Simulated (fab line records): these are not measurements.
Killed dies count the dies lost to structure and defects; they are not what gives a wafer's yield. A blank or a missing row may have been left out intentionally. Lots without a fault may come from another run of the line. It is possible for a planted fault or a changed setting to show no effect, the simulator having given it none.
Chamber matching -- flow nand_harc -- cmp-03 running NHARC_A_STAIRCASE_CMP_450: 4 sister chambers
The step polishes SiO2, target thk 200 nm. 8 wafers are shown with their chamber, then 9 later ones without.

## WAFERS PAIRED WITH THEIR CHAMBERS
wafer,chamber,motor_current_A (A)
L077.2,0,13.6
L076.3,1,13.4
L076.6,1,13.2
L079.5,3,11.3
L085.2,3,11.8
L088.2,2,10.5
L088.3,0,13.5
L088.6,2,10.7

## WAFERS WITHOUT THEIR CHAMBER
wafer,motor_current_A (A)
L089.1,10.6
L089.5,10.5
L089.6,11.7
L094.1,10.0
L094.2,13.4
L094.3,11.1
L097.1,11.7
L097.3,13.3
L097.4,10.4

## WHICH CHAMBER EACH ONE RAN IN
wafer,from the rows above,in truth
L089.1,2,2
L089.5,2,2
L089.6,3,3
L094.1,2,2
L094.2,can't be placed: 1 or 0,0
L094.3,can't be placed: 3 or 2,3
L097.1,3,3
L097.3,can't be placed: 1 or 0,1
L097.4,2,2
Correct placement for 6 of the 9. From these rows, 3 cannot be placed; in 3 the true chamber is one of the candidates. Placed wrongly: 0.
How it was worked out, from the rows above alone: a wafer's distance from a chamber is the root of the sum, over the readings, of the square of ((its reading less the chamber's mean) divided by the reading's scatter). The wafer belongs to the nearest chamber; if the next one is less than 2 further off, it can't be placed. Each chamber's mean is taken over the wafers shown for it. The scatter: take each reading less its chamber's mean, square it, sum over the shown wafers, divide by the number of wafers less the number of chambers, and take the root.
